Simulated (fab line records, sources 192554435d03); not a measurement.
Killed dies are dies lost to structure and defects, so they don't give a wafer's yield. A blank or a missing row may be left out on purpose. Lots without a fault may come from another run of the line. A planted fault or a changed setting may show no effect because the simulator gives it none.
A struck lot beside a sound one | flow n5_finfet | 18 steps out of a route of 1938
Sound: wafers L897.1, L897.2, L897.5. Struck: wafer L898.6. (L898.1 of the same lot was not struck and is left out.) The cause comes at the end.
At each step with rows: each side's tool, then ch and its chambers, then its first start. Under that, the readings that differ: sound wafers | struck wafers | difference of the means | sigmas: that difference in standard deviations of wafers without a fault.
alike: readings whose means differ by less than 2 such deviations, and words and numbers that are the same on both sides. not compared: withheld readings, readings that some wafer has no value for, bounds like >300 that may hide the same value, and numbers for which the record gives no deviation and whose values overlap.
The two part at a step that has a row with sigmas, a row that says differs or no value, or rows on one side only. Numbers that don't overlap but have no deviation are shown without sigmas and don't part them. A reading that every wafer of one side lacks parts them only if that side has two wafers or more.

first, 7 steps without rows for these wafers: N5_FIN_SAQP_COAT_50 (time 60 s, resist thk 35 nm); N5_FIN_SAQP_COAT_10 (resist thk 90 nm); N5_FIN_SAQP_EBR_12; N5_FIN_SAQP_SOFTBAKE_11 (time 60 s); N5_FIN_SAQP_EXPOSE_13 (exposes mask FIN CORE, target cd 35.6 nm); N5_FIN_SAQP_PEB_14 (peb time 60 s); N5_FIN_SAQP_DEVELOP_15 (develop time 30 s).
N5_FIN_SAQP_CD_MEAS_16: target cd 35.6 nm.
  sound on cd_sem-03 ch 0, day 4 03:46; struck on cd_sem-03 ch 0, day 4 09:23
  alike: cd_nm
N5_FIN_SAQP_OVL_MEAS_17:
  sound on overlay-02 ch 0, day 4 03:49; struck on overlay-02 ch 0, day 4 09:25
  alike: FIN_CORE_OVL
N5_FIN_SAQP_INSPECT_18: inspects for defects (brightfield).
  sound on defect_inspect-02, day 4 03:50; struck on defect_inspect-02, day 4 09:27
  alike: raw_defect_count
N5_FIN_SAQP_DESCUM_21: chemistry O2, time 7.9 s.
  sound on rie_diel-02 ch 0,3, day 4 03:52; struck on rie_diel-03 ch 2, day 4 09:45
  alike: drypump_motor_current_A, oes_product_au, rf_vpp_V, showerhead_plenum_p_Torr, throttle_valve_pct
  not compared: rf_hours_counter_h
N5_FIN_SAQP_ETCH_51: etches SiARC in CF4, target depth 45.5 nm, time 75.8 s.
  sound on rie_diel-02 ch 0,3, day 4 03:55; struck on rie_diel-03 ch 2, day 4 09:47
  alike: drypump_motor_current_A, etch_rf_on_time_s, oes_product_au, rf_vpp_V, showerhead_plenum_p_Torr, throttle_valve_pct
  not compared: rf_hours_counter_h
N5_FIN_SAQP_ETCH_52: etches SOC in N2/H2, target depth 100 nm, overetch 20 nm, time 150 s.
  sound on rie_diel-02 ch 0,3, day 4 03:58; struck on rie_diel-03 ch 2, day 4 09:50
  reading                                     | sound            | struck | difference | sigmas
  model.SiARC_of_FIN_SAQP_COAT_50.thk_nm (nm) | 29.03 29.08 28.9 | 25.57  | -3.43      |
  alike: drypump_motor_current_A, oes_product_au, rf_vpp_V, showerhead_plenum_p_Torr, throttle_valve_pct
  not compared: rf_hours_counter_h
then, 1 step without rows for these wafers: N5_FIN_SAQP_STRIP_53 (strips in N2/H2).
N5_FIN_SAQP_HM_OPEN_73: chemistry CHF3/O2, target SiO2, stops on a-Si, target depth 12 nm, time 16.8 s.
  sound on rie_diel-02 ch 0,3, day 4 04:04; struck on rie_diel-03 ch 2, day 4 09:57
  reading                                     | sound           | struck | difference | sigmas
  model.SiARC_of_FIN_SAQP_COAT_50.thk_nm (nm) | 5.095 5.458 4.8 | 1.216  | -3.902     |
  alike: drypump_motor_current_A, oes_product_au, rf_vpp_V, showerhead_plenum_p_Torr, throttle_valve_pct
  not compared: rf_hours_counter_h
then, 1 step without rows for these wafers: N5_FIN_SAQP_STRIP_74 (strips in CHF3/O2).
-- the record jumps here: 6 days lie between the struck wafers' starts before and after (it left off in module FIN_SAQP and takes up again in module BEOL_M4, whose first step shown is number 1111 of the route) --
N5_BEOL_M4_RC_MEAS_101:
  sound on prober-01 ch 0, day 10 07:58; struck on prober-02 ch 0, day 10 08:05
  reading       | sound          | struck | difference | sigmas
  SS_N (mV/dec) | 71.5 71.2 71.9 | 72.9   | +1.4       | +2
  alike: DIBL_N, DIBL_P, IOFF_N, IOFF_P, ION_N, ION_P, SS_P, VT_N, VT_P
-- the record jumps here: 4 days lie between the struck wafers' starts before and after (it left off in module BEOL_M4 and takes up again in module PASSIVATION, whose first step shown is number 1936 of the route) --
N5_PASSIVATION_PROBE_49:
  the record has rows for the struck wafers here (prober-02, day 14 19:05) and none for the sound ones

WHERE THEY PART
First at N5_BEOL_M4_RC_MEAS_101; last, within this record, at N5_PASSIVATION_PROBE_49.

WHY: what the simulator had put in
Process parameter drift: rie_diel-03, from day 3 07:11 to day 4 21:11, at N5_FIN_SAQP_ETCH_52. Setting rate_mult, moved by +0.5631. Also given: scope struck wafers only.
